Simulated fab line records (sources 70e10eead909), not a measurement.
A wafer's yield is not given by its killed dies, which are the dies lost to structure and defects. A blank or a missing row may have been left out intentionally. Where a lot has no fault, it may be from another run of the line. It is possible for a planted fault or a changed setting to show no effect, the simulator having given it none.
Chamber matching	flow nand-harc	rie-diel-03 running NHARC_P_GATE_ETCH_104: 4 sister chambers
The step etches the open film in CF4/CHF3, target depth 60 nm. 7 wafers are shown with their chamber, then 7 later ones without.

WAFERS PAIRED WITH THEIR CHAMBERS
wafer	chamber	drypump-motor-current-A (A)	rf-vpp-V (V)
L377.6	1	5.4	374.6
L380.3	0	5.8	369.9
L382.3	2	5.8	371.0
L382.4	3	6.5	368.2
L382.5	3	6.5	367.6
L392.3	0	5.9	369.4
L392.5	2	5.8	371.7

WAFERS WITH NO CHAMBER GIVEN
wafer	drypump-motor-current-A (A)	rf-vpp-V (V)
L392.6	6.5	367.4
L393.2	5.4	373.8
L393.4	5.8	370.1
L393.5	6.5	367.3
L394.2	5.4	373.8
L394.3	5.8	370.0
L394.5	6.5	367.5

WHICH CHAMBER EACH ONE RAN IN
wafer	from the rows above	in truth
L392.6	3	3
L393.2	1	1
L393.4	can't be placed: 0 or 2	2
L393.5	3	3
L394.2	1	1
L394.3	can't be placed: 0 or 2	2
L394.5	3	3
5 of 7 placed correctly. Not placeable from these rows: 2 (in 2, the candidates include the true chamber). 0 placed wrongly.
How it was worked out, from the rows above alone: a wafer's distance from a chamber is the root of the sum, over the readings, of the square of ((its reading less the chamber's mean) divided by the reading's scatter). The wafer belongs to the nearest chamber; if the next one is less than 2 further off, it can't be placed. A chamber's mean is the mean of its shown wafers. The scatter is the square root of a quotient: the sum, over the shown wafers, of each reading's squared deviation from its chamber's mean, divided by wafers minus chambers.
